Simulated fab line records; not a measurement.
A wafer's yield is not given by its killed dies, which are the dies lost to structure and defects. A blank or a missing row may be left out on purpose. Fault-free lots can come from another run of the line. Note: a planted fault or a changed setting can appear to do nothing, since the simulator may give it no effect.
Matching of chambers / flow n5-finfet / pecvd-02 running N5_BEOL_M5_ILD_DEP_00: 3 sister chambers
The step deposits SiCOH lowk from DEMS/porogen, target thk 140.64 nm, time 25.9 s. 3 wafers are shown with their chamber, then 9 later ones without.

WAFERS WITH THEIR CHAMBER
wafer=L090.1; chamber=1; throttle-valve-pct (%)=15.0
wafer=L090.2; chamber=2; throttle-valve-pct (%)=13.6
wafer=L090.3; chamber=0; throttle-valve-pct (%)=13.4

WAFERS MISSING THEIR CHAMBER
wafer=L092.1; throttle-valve-pct (%)=13.4
wafer=L092.4; throttle-valve-pct (%)=13.6
wafer=L092.6; throttle-valve-pct (%)=15.3
wafer=L095.2; throttle-valve-pct (%)=13.5
wafer=L095.3; throttle-valve-pct (%)=14.8
wafer=L095.5; throttle-valve-pct (%)=15.0
wafer=L094.1; throttle-valve-pct (%)=13.5
wafer=L094.2; throttle-valve-pct (%)=15.3
wafer=L094.5; throttle-valve-pct (%)=14.9

WHICH CHAMBER EACH WENT THROUGH
wafer=L092.1; from the rows above=can't be placed: 0 or 2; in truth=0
wafer=L092.4; from the rows above=can't be placed: 2 or 0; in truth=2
wafer=L092.6; from the rows above=1; in truth=1
wafer=L095.2; from the rows above=can't be placed: 0 or 2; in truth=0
wafer=L095.3; from the rows above=1; in truth=1
wafer=L095.5; from the rows above=1; in truth=1
wafer=L094.1; from the rows above=can't be placed: 0 or 2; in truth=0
wafer=L094.2; from the rows above=1; in truth=1
wafer=L094.5; from the rows above=1; in truth=1
Correctly placed: 5 of 9. Cannot be placed on the basis of these rows: 4; the candidates contain the true chamber in 4. 0 placed wrongly.
How it was worked out, from the rows above alone: a wafer's distance from a chamber is the root of the sum, over the readings, of the square of ((its reading less the chamber's mean) divided by the reading's scatter). The wafer belongs to the nearest chamber; if the next one is less than 2 further off, it can't be placed. A chamber's mean is the mean of its shown wafers. The scatter (one wafer shown for each chamber): square how far every hidden wafer sits from the nearest shown wafer, average those squares and take the square root.
